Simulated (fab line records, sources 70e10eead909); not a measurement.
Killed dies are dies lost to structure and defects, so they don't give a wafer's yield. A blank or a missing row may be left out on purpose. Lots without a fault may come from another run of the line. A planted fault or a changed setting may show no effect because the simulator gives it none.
Chamber matching | flow nand_harc | NHARC_A_STAIRCASE_DESCUM_186 on rie_diel-05: 4 sister chambers
The step chemistry O2, time 3 s. 8 wafers are shown with their chamber, then 7 later ones without.

WAFERS WITH THEIR CHAMBER
wafer  | chamber | showerhead_plenum_p_Torr (Torr) | rf_vpp_V (V)
L082.6 | 1       | 2.02                            | 58.7
L084.4 | 1       | 2.02                            | 58.8
L084.6 | 0       | 1.98                            | 58.0
L086.4 | 3       | 1.88                            | 57.0
L087.5 | 2       | 1.97                            | 58.0
L087.6 | 3       | 1.87                            | 56.8
L091.2 | 0       | 1.98                            | 57.1
L091.4 | 2       | 1.97                            | 58.6

WAFERS WITHOUT THEIR CHAMBER
wafer  | showerhead_plenum_p_Torr (Torr) | rf_vpp_V (V)
L091.5 | 1.97                            | 58.7
L093.1 | 1.96                            | 58.4
L093.2 | 1.97                            | 58.0
L093.4 | 2.01                            | 57.9
L096.2 | 1.86                            | 57.3
L096.4 | 2.00                            | 57.6
L096.6 | 1.96                            | 58.3

WHICH CHAMBER EACH WENT THROUGH
wafer  | from the rows above     | in truth
L091.5 | 2                       | 2
L093.1 | 2                       | 2
L093.2 | 2                       | 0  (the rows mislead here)
L093.4 | 1                       | 1
L096.2 | 3                       | 3
L096.4 | can't be placed: 0 or 1 | 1
L096.6 | 2                       | 2
Placed correctly: 5 of 7. Can't be placed from these rows: 1 (the true chamber is among the candidates in 1). Placed wrongly: 1.
How it was worked out, from the rows above alone: a wafer's distance from a chamber is the root of the sum, over the readings, of the square of ((its reading less the chamber's mean) divided by the reading's scatter). The wafer belongs to the nearest chamber; if the next one is less than 2 further off, it can't be placed. A chamber's mean is the mean of its shown wafers. The scatter: the root of (the sum of the squares of (reading less its chamber's mean) over the shown wafers, divided by (wafers less chambers)).
